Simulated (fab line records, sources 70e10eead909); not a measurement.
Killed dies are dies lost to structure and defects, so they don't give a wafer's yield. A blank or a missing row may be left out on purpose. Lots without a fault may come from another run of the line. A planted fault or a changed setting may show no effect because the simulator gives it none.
fab line records | flow nand_harc | part 2 of 2: steps 28 to 39 of 39
record lots=5 wafers=15 last_day=33
route steps=1302 shown A_CHANNEL_FILL_D1@504 A_DECK1_JOINT@518 A_ONON_D2@545
lots that met no fault: from a run of the same line without faults
start_h: hours from the record's first day to the start of the lot's first wafer shown | wait_h: hours since the lot's step before | " the same as in the row above | L1.1+2: a row that stands for several wafers | - no value, or no start given | * or withheld: withheld | < > ~ a bound
route shown NAME@n: a module of which the file shows steps, and the number in the route of the first | usual: mean/standard deviation of fault-free wafers | same: alike in all rows | chamber/n: place in a boat | sites: the reading at each site | _std_site: their standard deviation | _edge_site: outer sites' mean less inner sites' | radius_mm: how far each site lies from the wafer's centre | mask NAME#n: copy n | behind: the tool/chamber that last shaped the wafer | hold: why the lot was held/for how many hours/how that ended | device: the transistor (n, p or np) that didn't switch | end of line: the same wafers' tests at the end of the route | a step without rows: its recipe alone | killed: dies lost to structure and defects at the first sort, not the wafer's yield | map: a wafer's dies, x killed, . not, _ none there
set.NAME: the setting as run; set.NAME@STEP: as run at that earlier step | model.NAME: the simulator's own value behind a step, which no gauge read
lots at some steps of the route; a table a step, a row a wafer
services: from which hour (start_h, from the record's first day; less than 0 if before it) a tool's chamber was out of use, for how many hours, and why
## steps
# step NHARC_A_DECK1_JOINT_CVD_34
# recipe target_thk_a=200 temp_c=700 pressure_mtorr=300 material=SiNx
# usual spike_tc_centre_C=701.8/1.7 zone_power_top_pct=21.6/1.4
# columns lot.wafer tool chamber start_h wait_h spike_tc_centre_C zone_power_top_pct
L077.1 lpcvd-02 0 284.18 - 700.2 26.1
L077.3 " 0 " " 699.9 26.3
L077.5 " 0 " " 699.4 25.5
L082.4 lpcvd-01 0 337.91 - 702.4 21.6
L082.5 " 0 " " 702.7 22.1
L082.6 " 0 " " 703.0 21.6
L083.3 lpcvd-01 0 337.91 - 704.0 21.8
L083.4 " 0 " " 703.9 21.8
L083.5 " 0 " " 703.8 21.9
L095.3 lpcvd-01 1 457.21 - 701.4 20.0
L095.4 " 1 " " 700.1 20.3
L095.6 " 1 " " 701.7 20.4
L094.2 lpcvd-02 0 463.29 - 700.0 25.5
L094.4 " 0 " " 699.6 26.0
L094.5 " 0 " " 700.3 25.3
# step NHARC_A_DECK1_JOINT_DEP_06
# recipe target_thk_a=800 temp_c=65 material=SiOx
# columns lot.wafer tool chamber start_h wait_h
L077.1+3+5 fcvd-01 1 287.38 0.4
L083.4+3+5 fcvd-02 0,1,0 341.22 0.4
L082.4+6+5 fcvd-01 0,1,0 341.25 0.5
L095.3+4+6 fcvd-01 1,0,0 461.95 0.4
L094.2+4+5 fcvd-02 0,0,1 466.50 0.4
# step NHARC_A_DECK1_JOINT_CURE_26
# recipe temp_c=150 time_s=32 pressure_atm=0.395
# usual susceptor_temp_C_max=150.35/0.17
# columns lot.wafer tool chamber start_h wait_h susceptor_temp_C_max
L077.1 fcvd-01 1 287.74 0.3 150.24
L077.3 " 1 " " 150.49
L077.5 " 1 " " 150.26
L083.4 fcvd-02 0 341.36 0.1 149.95
L083.3 " 1 " " 150.63
L083.5 " 0 " " 149.87
L082.4 fcvd-01 0 341.38 0.1 150.35
L082.6 " 1 " " 150.41
L082.5 " 0 " " 150.21
L095.3 fcvd-01 1 462.09 0.1 150.46
L095.4 " 0 " " 150.41
L095.6 " 0 " " 150.33
L094.2 fcvd-02 0 466.68 0.2 150.34
L094.4 " 0 " " 150.49
L094.5 " 1 " " 150.58
# step NHARC_A_DECK1_JOINT_ANNEAL_27
# recipe temp_c=400 time_s=3600 idle_temp_c=300 ramp_up_c_per_min=10 densification_p_h2o_torr=640
# usual spike_tc_centre_C=400.3/1.2 zone_power_top_pct=10.70/0.29
# columns lot.wafer tool chamber start_h wait_h spike_tc_centre_C zone_power_top_pct
L077.1 furnace-02 0 291.75 4.0 399.9 11.15
L077.3 " 0 " " 401.2 11.15
L077.5 " 0 " " 398.8 11.22
L082.4 furnace-07 0 346.28 4.9 400.3 10.50
L082.5 " 0 " " 399.6 10.58
L082.6 " 0 " " 400.5 10.84
L083.3 furnace-07 0 346.28 4.9 402.1 10.46
L083.4 " 0 " " 400.1 10.28
L083.5 " 0 " " 402.0 10.56
L095.3 furnace-07 0 464.79 2.7 401.6 10.72
L095.4 " 0 " " 402.2 10.87
L095.6 " 0 " " 401.2 10.48
L094.2 furnace-07 0 471.66 5.0 400.8 10.58
L094.4 " 0 " " 399.1 10.45
L094.5 " 0 " " 402.0 10.34
# step NHARC_A_DECK1_JOINT_ANNEAL_28
# recipe temp_c=500 time_s=1800 idle_temp_c=400 ramp_up_c_per_min=10 densification_p_h2o_torr=640
# usual spike_tc_centre_C=500.2/1.1 zone_power_top_pct=14.3/0.35
# columns lot.wafer tool chamber start_h wait_h spike_tc_centre_C zone_power_top_pct
L077.1 furnace-02 0 300.16 6.7 498.5 14.8
L077.3 " 0 " " 499.2 14.7
L077.5 " 0 " " 498.5 14.9
L082.4 furnace-07 0 351.74 3.7 502.0 14.0
L082.5 " 0 " " 500.8 14.2
L082.6 " 0 " " 499.5 14.3
L083.3 furnace-07 0 351.74 3.7 501.7 14.0
L083.4 " 0 " " 499.9 13.9
L083.5 " 0 " " 500.3 14.1
L095.3 furnace-07 0 470.99 4.4 499.8 14.0
L095.4 " 0 " " 501.6 14.0
L095.6 " 0 " " 500.2 14.2
L094.2 furnace-07 0 476.55 3.1 499.6 14.3
L094.4 " 0 " " 499.9 14.1
L094.5 " 0 " " 501.9 14.3
# step NHARC_A_DECK1_JOINT_ANNEAL_29
# recipe temp_c=750 time_s=1800 idle_temp_c=500 ramp_up_c_per_min=10 ramp_down_c_per_min=3
# usual spike_tc_centre_C=750.2/1.2 zone_power_top_pct=25.0/0.66
# columns lot.wafer tool chamber start_h wait_h spike_tc_centre_C zone_power_top_pct
L077.1 furnace-02 0 305.02 4.2 749.6 25.7
L077.3 " 0 " " 748.8 25.7
L077.5 " 0 " " 748.8 25.5
L082.4 furnace-07 0 354.99 2.6 750.5 25.3
L082.5 " 0 " " 749.7 24.4
L082.6 " 0 " " 750.7 25.1
L083.3 furnace-07 0 354.99 2.6 749.1 25.1
L083.4 " 0 " " 752.2 24.6
L083.5 " 0 " " 751.3 25.1
L095.3 furnace-07 0 474.24 2.6 751.0 25.0
L095.4 " 0 " " 749.4 25.0
L095.6 " 0 " " 752.3 24.7
L094.2 furnace-07 0 479.79 2.6 750.0 24.9
L094.4 " 0 " " 751.5 24.9
L094.5 " 0 " " 751.5 24.7
# step NHARC_A_DECK1_JOINT_CMP_02
# recipe material=SiOx
# usual motor_current_A=12.3/1.3
# columns lot.wafer tool chamber start_h wait_h motor_current_A
L077.3 cmp-01 0 307.67 0.4 12.8
L077.1 " 1 " " 11.7
L077.5 " 1 " " 12.0
L083.3 cmp-03 3 357.65 0.4 10.9
L083.4 " 2 " " 15.3
L083.5 " 0 " " 11.6
L082.4 cmp-01 3 357.70 0.4 10.6
L082.5 " 1 " " 11.6
L082.6 " 2 " " 13.6
L095.3 cmp-03 3 476.95 0.4 10.8
L095.4 " 1 " " 11.9
L095.6 " 3 " " 11.4
L094.2 cmp-02 2 482.48 0.4 14.3
L094.4 " 3 " " 12.8
L094.5 " 3 " " 13.0
# step NHARC_A_DECK1_JOINT_SRD_15
# columns lot.wafer tool chamber start_h wait_h
L077.5+1+3 wet_bench-04 1,2,4 307.98 0.0
L082.5+4+6 wet_bench-02 7,2,3 357.95 0.0
L083.3+5+4 wet_bench-06 4,6,7 357.95 0.0
L095.4+3+6 wet_bench-04 1,5,6 477.22 0.0
L094.4+5+2 wet_bench-02 0,1,3 482.78 0.0
# step NHARC_A_DECK1_JOINT_DEP_16
# recipe target_thk_a=450 temp_c=400 pressure_torr=6.5 rf_w=900 teos_flow_sccm=161.4 flow_sccm=2650 target_thk_nm=45 gas=O2 material=SiO2
# usual flow_sccm=2649/7.6 heater_power_w=534/65 throttle_valve_pct=15.7/0.81
# columns lot.wafer tool chamber start_h wait_h flow_sccm heater_power_w throttle_valve_pct
L077.3 pecvd-02 0 308.10 0.1 2643 511 15.9
L077.1 " 2 " " 2655 452 15.1
L077.5 " 1 " " 2648 541 14.4
L083.3 pecvd-03 1 358.06 0.1 2650 569 15.9
L083.4 " 1 " " 2651 577 16.1
L083.5 " 2 " " 2655 556 15.7
L082.4 pecvd-02 0 358.12 0.2 2648 497 16.0
L082.6 " 1 " " 2647 570 14.4
L082.5 " 2 " " 2652 417 15.1
L095.3 pecvd-02 1 477.31 0.1 2644 426 15.0
L095.4 " 1 " " 2650 431 15.0
L095.6 " 0 " " 2641 523 16.5
L094.2 pecvd-02 0 482.86 0.1 2652 431 16.4
L094.4 " 0 " " 2649 445 16.5
L094.5 " 2 " " 2646 486 15.3
# step NHARC_A_DECK1_JOINT_THK_MEAS_17
# recipe thk_meas_gauge=ellipsometry
# usual thk_nm=45.0/1.3
# columns lot.wafer tool chamber start_h wait_h thk_nm
L077.1 film_metro-01 - 308.38 0.2 46.0
L077.3 " - " " 44.5
L077.5 " - " " 43.5
L083.3 film_metro-02 - 358.32 0.2 44.2
L083.4 " - " " 46.2
L083.5 " - " " 44.2
L082.4 film_metro-01 - 358.32 0.2 44.1
L082.5 " - " " 42.7
L082.6 " - " " 45.7
L095.3 film_metro-02 - 477.59 0.3 44.9
L095.4 " - " " 46.9
L095.6 " - " " 44.5
L094.2 film_metro-01 - 483.15 0.3 43.7
L094.4 " - " " 43.7
L094.5 " - " " 46.6
# step NHARC_A_DECK1_JOINT_INSPECT_05
# usual raw_defect_count=337/140
# columns lot.wafer tool chamber start_h wait_h raw_defect_count
L077.1 defect_inspect-02 - 308.42 0.0 275
L077.3 " - " " 436
L077.5 " - " " 262
L083.3 defect_inspect-01 - 358.35 0.0 405
L083.4 " - " " 364
L083.5 " - " " 599
L082.4 defect_inspect-02 - 358.35 0.0 428
L082.5 " - " " 399
L082.6 " - " " 365
L095.3 defect_inspect-02 - 477.63 0.0 181
L095.4 " - " " 273
L095.6 " - " " 266
L094.2 defect_inspect-02 - 483.18 0.0 251
L094.4 " - " " 389
L094.5 " - " " 211
# step NHARC_A_ONON_D2_DEP_00
# recipe target_thk_a=10000 n2_flow_sccm=2750 n2o_flow_sccm=2000 nh3_flow_sccm=500 sih4_flow_sccm=210 temp_c=400
# columns lot.wafer tool chamber start_h wait_h
L077.1+3+5 pecvd_onon-01 0 308.48 0.1
L083.3+4+5 pecvd_onon-04 0 358.54 0.2
L082.4+5+6 pecvd_onon-01 0 358.59 0.2
L095.3+4+6 pecvd_onon-02 0 477.81 0.2
L094.2+4+5 pecvd_onon-01 0 483.31 0.1
## services
# columns tool chamber start_h hours kind
wet_bench-04 - 227.20 8.0 pm
cmp-03 - 229.11 0.7 repair
rie_diel-10 - 242.50 9.0 pm
wet_bench-02 - 244.00 8.0 pm
fcvd-01 - 245.35 3.4 repair
wet_h3po4-01 - 251.71 2.2 repair
fcvd-01 0 280.93 18.3 repair
wet_bench-06 - 310.51 1.7 repair
rie_diel-10 2 334.37 2.5 repair
wet_h3po4-01 - 339.95 23.8 repair
wet_bench-09 - 352.80 8.0 pm
rie_diel-10 3 362.38 2.8 repair
rie_diel-10 - 365.59 0.1 repair
fcvd-01 - 366.12 13.0 pm
wet_bench-06 - 369.60 8.0 pm
wet_bench-02 - 388.31 2.4 repair
furnace-07 - 389.54 26.0 pm
wet_bench-04 - 403.20 8.0 pm
fcvd-01 1 409.57 3.6 repair
wet_bench-04 - 417.51 3.6 repair
rie_diel-10 - 419.50 9.0 pm
wet_bench-02 - 420.00 8.0 pm
fcvd-01 0 428.71 16.5 repair
rie_diel-10 2 446.74 13.7 repair
